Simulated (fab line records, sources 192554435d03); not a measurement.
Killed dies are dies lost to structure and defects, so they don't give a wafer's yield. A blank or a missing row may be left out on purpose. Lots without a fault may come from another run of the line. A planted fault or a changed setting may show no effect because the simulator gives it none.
Chamber matching | flow n5_finfet | N5_STI_FIN_REVEAL_STRIP_24 on rie_diel-03: 4 sister chambers
The step strips in N2/H2, time 90 s. 14 wafers are shown with their chamber, then 7 later ones without.

WAFERS WITH THEIR CHAMBER
wafer  | chamber | showerhead_plenum_p_Torr (Torr) | throttle_valve_pct (%) | drypump_motor_current_A (A)
L075.1 | 0       | 3.25                            | 12.20                  | 5.4
L075.2 | 1       | 3.51                            | 12.69                  | 5.7
L075.6 | 0       | 3.25                            | 12.20                  | 5.3
L078.3 | 2       | 3.20                            | 12.64                  | 5.8
L078.4 | 2       | 3.20                            | 12.64                  | 5.8
L078.6 | 0       | 3.24                            | 12.23                  | 5.3
L081.1 | 3       | 3.55                            | 11.77                  | 6.6
L081.4 | 1       | 3.51                            | 12.71                  | 5.7
L081.5 | 3       | 3.55                            | 11.79                  | 6.6
L082.1 | 0       | 3.24                            | 12.25                  | 5.3
L082.3 | 2       | 3.19                            | 12.67                  | 5.7
L082.4 | 1       | 3.50                            | 12.71                  | 5.7
L089.2 | 1       | 3.50                            | 12.75                  | 5.7
L089.5 | 1       | 3.50                            | 12.76                  | 5.7

SIGNATURES (means of the wafers above)
reading                  | chamber 0 | chamber 1 | chamber 2 | chamber 3 | scatter within a chamber
showerhead_plenum_p_Torr | 3.2450    | 3.5040    | 3.1967    | 3.5500    | 0.00535
throttle_valve_pct       | 12.2200   | 12.7240   | 12.6500   | 11.7800   | 0.0247
drypump_motor_current_A  | 5.325     | 5.700     | 5.767     | 6.600     | 0.0376
Rule: a wafer's distance from a chamber is the root of the sum, over the readings, of the square of ((its reading less the chamber's mean) divided by the reading's scatter). The wafer belongs to the nearest chamber; if the next one is less than 2 further off, it can't be placed. The scatter: the root of (the sum of the squares of (reading less its chamber's mean) over the shown wafers, divided by (wafers less chambers)).

WAFERS WITHOUT THEIR CHAMBER
wafer  | showerhead_plenum_p_Torr (Torr) | throttle_valve_pct (%) | drypump_motor_current_A (A)
L089.6 | 3.54                            | 11.84                  | 6.6
L093.1 | 3.54                            | 11.85                  | 6.6
L093.2 | 3.23                            | 12.31                  | 5.4
L093.4 | 3.49                            | 12.78                  | 5.7
L094.1 | 3.54                            | 11.85                  | 6.6
L094.5 | 3.59                            | 12.06                  | 5.8
L094.6 | 3.49                            | 12.80                  | 5.7

WHICH CHAMBER EACH WENT THROUGH
wafer  | from the rows above | in truth
L089.6 | 3                   | 3
L093.1 | 3                   | 3
L093.2 | 0                   | 0
L093.4 | 1                   | 1
L094.1 | 3                   | 3
L094.5 | 3                   | 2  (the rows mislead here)
L094.6 | 1                   | 1
Placed correctly: 6 of 7. Can't be placed from these rows: 0. Placed wrongly: 1.
